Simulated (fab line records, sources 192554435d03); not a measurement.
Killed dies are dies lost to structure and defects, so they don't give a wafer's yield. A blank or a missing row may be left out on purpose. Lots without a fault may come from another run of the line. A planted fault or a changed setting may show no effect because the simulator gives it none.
Split-lot experiment | flow n5_finfet | 7 lots, 21 wafers read, on a route of 1938 steps

THE SPLIT
At N5_BEOL_M1_HM_DEP_02 (deposits TiN, target thk 20 nm), the setting target_thk_a was moved away from the recipe's 200 angstrom on 7 of the 21 wafers read, by -11.5% to +7.7%. The other wafers ran this setting at the recipe's value.

FROM THE SPLIT TO THE READING: what the file shows between them, 17 steps
- N5_BEOL_M1_EXPOSE_08: exposes mask M1 (also split here: dose_mj)
- N5_BEOL_M1_PEB_09: peb time 60 s
- N5_BEOL_M1_DEVELOP_10: develop time 30 s
- N5_BEOL_M1_CD_MEAS_11: target cd 17.05 nm
- N5_BEOL_M1_DESCUM_16: chemistry O2, time 7 s
- N5_BEOL_M1_ETCH_74: etches underlayer in N2/H2, target depth 6.5 nm, time 5.2 s
- N5_BEOL_M1_ETCH_63: etches SiARC in CF4, target depth 15.6 nm, time 26 s
- N5_BEOL_M1_ETCH_64: etches SOC in N2/H2, target depth 75 nm, overetch 15 nm, time 112.5 s
- N5_BEOL_M1_STRIP_75: strips in N2/H2
- N5_BEOL_M1_STRIP_66: strips in CF4
- N5_BEOL_M1_HM_OPEN_17: chemistry Cl2/BCl3, target TiN, target depth 20 nm, overetch 6 nm
- N5_BEOL_M1_STRIP_19: strips in O2
- N5_BEOL_M1_CD_MEAS_18: pitch 36 nm, target cd 18 nm
- N5_BEOL_M1_COAT_67: time 60 s, resist thk 60 nm
- N5_BEOL_M1_COAT_68: time 60 s, resist thk 12 nm
- N5_BEOL_M1_STRIP_83: strips in C4F6/O2
- N5_BEOL_M1_STRIP_36: strips in N2/H2

THE READING
TiN_of_BEOL_M1_HM_DEP_02.thk_nm (the simulator's own value, which no gauge read), in nm, at N5_BEOL_M1_TRENCH_ETCH_37 (etches SiOC in C4F6/O2, target depth 55.207 nm, time 29 s). The file gives no usual value for it. The 14 wafers here that ran the recipe average 17.8 nm, standard deviation 0.25 nm.

wafer  | tool, chamber at the split | target_thk_a as run, angstrom | against the recipe | TiN_of_BEOL_M1_HM_DEP_02.thk_nm, nm | against lot-mates on the recipe
L078.2 | pvd_sputter-02, -          | 200                           | recipe             | 17.6                                | -
L078.4 | pvd_sputter-02, -          | 200                           | recipe             | 17.4                                | -
L078.5 | pvd_sputter-02, -          | 200                           | recipe             | 17.4                                | -
L082.3 | pvd_sputter-01, -          | 182.8                         | -8.6%              | 16.2                                | -2.0
L082.4 | pvd_sputter-01, -          | 200                           | recipe             | 18.2                                | -
L082.5 | pvd_sputter-01, -          | 200                           | recipe             | 18.2                                | -
L087.2 | pvd_sputter-02, -          | 200                           | recipe             | 17.8                                | -
L087.6 | pvd_sputter-02, -          | 200                           | recipe             | 17.8                                | -
L087.3 | pvd_sputter-02, -          | 209.4                         | +4.7%              | 18.6                                | +0.8
L089.2 | pvd_sputter-03, -          | 191.1                         | -4.4%              | 16.6                                | -1.0
L089.5 | pvd_sputter-03, -          | 191.1                         | -4.4%              | 16.6                                | -1.0
L089.3 | pvd_sputter-03, -          | 200                           | recipe             | 17.6                                | -
L088.1 | pvd_sputter-01, -          | 200                           | recipe             | 18                                  | -
L088.2 | pvd_sputter-01, -          | 177                           | -11.5%             | 15.4                                | -2.4
L088.3 | pvd_sputter-01, -          | 200                           | recipe             | 17.6                                | -
L092.1 | pvd_sputter-02, -          | 215.5                         | +7.7%              | 19.4                                | +1.8
L092.2 | pvd_sputter-02, -          | 200                           | recipe             | 17.6                                | -
L092.5 | pvd_sputter-02, -          | 215.5                         | +7.7%              | 19.2                                | +1.6
L095.1 | pvd_sputter-02, -          | 200                           | recipe             | 18                                  | -
L095.4 | pvd_sputter-02, -          | 200                           | recipe             | 17.8                                | -
L095.6 | pvd_sputter-02, -          | 200                           | recipe             | 17.8                                | -

THE FIT
A straight line over all 21 wafers: TiN_of_BEOL_M1_HM_DEP_02.thk_nm changes by +0.202 nm for each +1% of target_thk_a; r = +0.97; the points scatter about the line by 0.24 nm.
The same after taking each lot's own level away (the mean of its wafers on the recipe; 21 wafers): +0.216 nm for each +1%; r = +0.99; scatter 0.11 nm.
On that fit, the largest move of target_thk_a shifts the reading by 2.5 nm.
The lots' own levels span 17.47 to 18.20 nm, that is 2.9 times the standard deviation above.
So the lot-to-lot level changes the slope little: the two slopes agree.
Check: with one of the wafers moved furthest among these (-11.5%) left out of the fit, the line predicts -2.55 nm for it against its lot-mates. It came out at -2.4 nm against them.

OTHER SPLITS ON THESE WAFERS
These wafers also went through other splits before the reading. Each is held against what the fit with the lots' levels taken away leaves over:
other split on the same wafers         | wafers away from the commonest value | r with TiN_of_BEOL_M1_HM_DEP_02.thk_nm (lot level and that fit taken away)
N5_GATE_CUT_ETCH_36 cf4_flow_sccm      | 7                                    | -0.06
N5_MOL_CONTACT_COAG_ALD_131 ald_cycles | 4                                    | +0.03
N5_BEOL_M0_ETCH_138 source_w           | 9                                    | +0.30
N5_BEOL_M0_ETCH_128 source_w           | 12                                   | -0.03
N5_BEOL_M1_EXPOSE_08 dose_mj           | 4                                    | +0.24

THE WHOLE CHAIN: every reading that the file lists as answering this split, in the file's order
step                      | what it does                                                      | reading                                                                          | change (the file's fit)               | r (the file's)
N5_BEOL_M1_HM_DEP_02      | deposits TiN, target thk 20 nm                                    | TiN_of_BEOL_M1_HM_DEP_02.thk_nm (the simulator's own value, which no gauge read) | +0.203 nm for each +1% of the setting | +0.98
N5_BEOL_M1_HM_OPEN_17     | chemistry Cl2/BCl3, target TiN, target depth 20 nm, overetch 6 nm | etch.depth_nm (the simulator's own value, which no gauge read)                   | +0.205 nm for each +1% of the setting | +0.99
N5_BEOL_M1_TRENCH_ETCH_37 | etches SiOC in C4F6/O2, target depth 55.207 nm, time 29 s         | TiN_of_BEOL_M1_HM_DEP_02.thk_nm (the simulator's own value, which no gauge read) | +0.215 nm for each +1% of the setting | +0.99

THE FILE'S OWN FIT
TiN_of_BEOL_M1_HM_DEP_02.thk_nm changes by +0.215 nm for each +1% of target_thk_a, r = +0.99.
